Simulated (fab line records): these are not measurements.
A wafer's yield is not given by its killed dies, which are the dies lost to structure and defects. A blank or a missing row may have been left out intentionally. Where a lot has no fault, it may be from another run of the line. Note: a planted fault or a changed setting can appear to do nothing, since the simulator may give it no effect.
Struck lot and sound lot, side by side	flow n5 finfet	15 steps out of a route of 1938
Sound: the wafers L163.1, L163.3, L163.5. The struck wafers were L175.2, L175.4. The cause comes at the end.
Order at every step that has rows: each side's tool, ch and its chambers, its first start. Under that, the readings that differ: sound wafers	struck wafers	difference of the means	sigmas: that difference in standard deviations of wafers without a fault.
alike: a reading whose means differ by less than 2 such deviations, as well as words and numbers matching on both sides. not compared: withheld readings; readings where some wafer has no value; bounds like >300 that might hide an equal value; numbers whose values overlap and for which the record gives no deviation.
Wherever a step has rows on one side only, a row that says differs or no value, or a row with sigmas, the two part there. Numbers that don't overlap but have no deviation are shown without sigmas and don't part them. A reading missing from all wafers of one side parts the sides only when that side holds two or more wafers.

first, 6 steps without rows for these wafers: N5_BEOL_M4_COAT_22 (resist thk 30 nm); N5_BEOL_M4_EBR_24; N5_BEOL_M4_SOFTBAKE_23 (time 60 s); N5_BEOL_M4_EXPOSE_25 (exposes mask V3, defocus 5 nm); N5_BEOL_M4_PEB_26 (peb time 60 s); N5_BEOL_M4_DEVELOP_27 (develop time 30 s).
N5_BEOL_M4_CD_MEAS_28: target cd 26.2 nm, target cd y 24.1 nm.
  sound on cd sem-03 ch 0, day 7 16:23; struck on cd sem-03 ch 0, day 10 18:49
  alike: cd nm
N5_BEOL_M4_OVL_MEAS_29:
  sound on overlay-02 ch 0, day 7 16:25; struck on overlay-02 ch 0, day 10 18:51
  alike: V3_OVL
N5_BEOL_M4_INSPECT_30: inspects for defects (brightfield).
  sound: defect inspect-01 at day 7 16:28; struck: defect inspect-02 at day 10 18:54
  alike: raw defect count
N5_BEOL_M4_DESCUM_33: chemistry O2, time 7 s.
  sound on rie diel-06 ch 0,2,3, day 7 16:30; struck on rie diel-06 ch 0,1, day 10 18:57
  alike: drypump motor current A, oes product au, rf vpp V, showerhead plenum p Torr, throttle valve pct
  not compared: rf hours counter h
N5_BEOL_M4_ETCH_77: etches underlayer in N2/H2, target depth 6.5 nm, time 5.2 s.
  sound on rie diel-06 ch 0,2,3, day 7 16:32; struck on rie diel-06 ch 0,1, day 10 18:59
  alike: drypump motor current A, etch rf on time s, h2 flow sccm, oes product au, rf vpp V, showerhead plenum p Torr, throttle valve pct
  not compared: rf hours counter h
N5_BEOL_M4_ETCH_69: etches SiARC in CF4, target depth 15.6 nm, time 26 s.
  sound on rie diel-06 ch 0,2,3, day 7 16:33; struck on rie diel-06 ch 0,1, day 10 19:00
  alike: drypump motor current A, etch rf on time s, oes product au, rf vpp V, showerhead plenum p Torr, throttle valve pct
  not compared: rf hours counter h
N5_BEOL_M4_ALD_98: deposits SiO2, target thk 2.5 nm, pulse time 1 s, co reactant pulse time 1 s.
  sound on ald sin-02 ch 0,2,3, day 7 16:38; struck on ald sin-02 ch 0,3, day 10 19:44
reading	sound	struck	difference	sigmas
ald cycles	17 17 17	5 5	-12	
model.SiO2_of_BEOL_M4_ALD_98.thk nm (nm)	2.4 2.6 2.6	0.8 0.8	-1.7	
  alike: heater power w, precursor pulse height rel
N5_BEOL_M4_ETCHBACK_99: etches SiO2 in CHF3, target depth 5 nm, time 10.4 s.
  sound on rie diel-06 ch 0,2,3, day 7 16:46; struck on rie diel-06 ch 0,2, day 10 20:07
  alike: drypump motor current A, oes_f_703_au, oes product au, rf vpp V, showerhead plenum p Torr, throttle valve pct
  not compared: rf hours counter h
N5_BEOL_M4_RC_MEAS_101:
  sound on prober-01 ch 0, day 7 23:49; struck on prober-02 ch 0, day 11 01:29
  alike: DIBL_N, DIBL_P, IOFF_N, IOFF_P, ION_N, ION_P, SS_N, SS_P, VT_N, VT_P

== WHERE THEY PART ==
Nowhere in this record.

WHY: what the simulator had put in
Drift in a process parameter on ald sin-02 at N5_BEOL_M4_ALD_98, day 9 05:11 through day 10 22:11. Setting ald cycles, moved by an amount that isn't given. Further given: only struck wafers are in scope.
